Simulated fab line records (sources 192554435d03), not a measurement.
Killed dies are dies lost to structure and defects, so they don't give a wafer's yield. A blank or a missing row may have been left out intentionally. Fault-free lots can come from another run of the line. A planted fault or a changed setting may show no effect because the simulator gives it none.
Lot-split experiment -- flow n5-finfet -- 7 lots, 21 wafers read, on a route of 1938 steps

== SPLIT DETAILS ==
At N5_BEOL_M5_ETCH_68 (etches SOC in N2/H2, target depth 80 nm, overetch 16 nm, time 120 s), the setting bias-w was moved away from the recipe's 150 W on 5 of the 21 wafers read, by -10.2% to -5.7%. For the rest of the wafers, this setting stayed at what the recipe calls for.

The reading comes from the split's own step.

== THE READING ==
rf-vpp-V, in V, at N5_BEOL_M5_ETCH_68 (etches SOC in N2/H2, target depth 80 nm, overetch 16 nm, time 120 s). A value of 524 V with a standard deviation of 3.4 V is what fault-free wafers of this fab line usually give.

wafer,"tool, chamber at the split","bias-w as run, W",against the recipe,"rf-vpp-V, V",against lot-mates on the recipe
L074.2,"rie-diel-03, 3",150,recipe,527,-
L074.3,"rie-diel-03, 1",150,recipe,524,-
L074.5,"rie-diel-03, 3",150,recipe,527,-
L076.1,"rie-diel-03, 1",150,recipe,525,-
L076.4,"rie-diel-03, 2",150,recipe,527,-
L076.6,"rie-diel-03, 1",150,recipe,525,-
L077.1,"rie-diel-02, 0",138.5,-7.7%,499,-20
L077.3,"rie-diel-02, 2",150,recipe,519,-
L077.5,"rie-diel-02, 3",138.5,-7.7%,501,-18
L082.2,"rie-diel-02, 1",150,recipe,520,-
L082.3,"rie-diel-02, 0",150,recipe,523,-
L082.6,"rie-diel-02, 0",150,recipe,524,-
L086.1,"rie-diel-02, 2",141.5,-5.7%,499,-24
L086.2,"rie-diel-02, 0",150,recipe,524,-
L086.5,"rie-diel-02, 0",150,recipe,523,-
L091.1,"rie-diel-02, 3",150,recipe,529,-
L091.2,"rie-diel-02, 0",150,recipe,524,-
L091.6,"rie-diel-02, 1",150,recipe,520,-
L097.1,"rie-diel-02, 1",134.7,-10.2%,486,-41
L097.4,"rie-diel-02, 2",134.7,-10.2%,485,-42
L097.5,"rie-diel-02, 3",150,recipe,527,-

THE FIT
A straight line over all 21 wafers: rf-vpp-V changes by +3.65 V for each +1% of bias-w; r = +0.98; the points scatter about the line by 3.1 V.
The same after taking each lot's own level away (the mean of its wafers on the recipe; 21 wafers): +3.58 V for each +1%; r = +0.96; scatter 3.8 V.
Per that fit: largest bias-w move, reading shift of 37 V.
Measured against the standard deviation above, the lots' own levels, which go from 519.0 to 527.0 V, span 2.4 times it.
Consequently the slope shifts little with the lot-to-lot level, the two slopes agreeing.
Check: with one of the wafers moved furthest among these (-10.2%) left out of the fit, the line predicts -34.5 V for it against its lot-mates. It came out at -41 V against them.
Tool readings at the split's step, against how far the setting was moved: rf-vpp-V r = +0.98.

== THE WHOLE CHAIN: every reading that the file lists as answering this split, in the file's order ==
step,what it does,reading,change (the file's fit),r (the file's)
N5_BEOL_M5_ETCH_68,"etches SOC in N2/H2, target depth 80 nm, overetch 16 nm, time 120 s",rf-vpp-V,+3.62 V for each +1% of the setting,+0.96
N5_BEOL_M5_ETCH_68,"etches SOC in N2/H2, target depth 80 nm, overetch 16 nm, time 120 s","SiARC_of_BEOL_M5_COAT_66.thk-nm (the simulator's own value, which no gauge read)",-0.0791 nm for each +1% of the setting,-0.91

== FILE'S OWN FIT ==
rf-vpp-V changes by +3.62 V for each +1% of bias-w, r = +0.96.
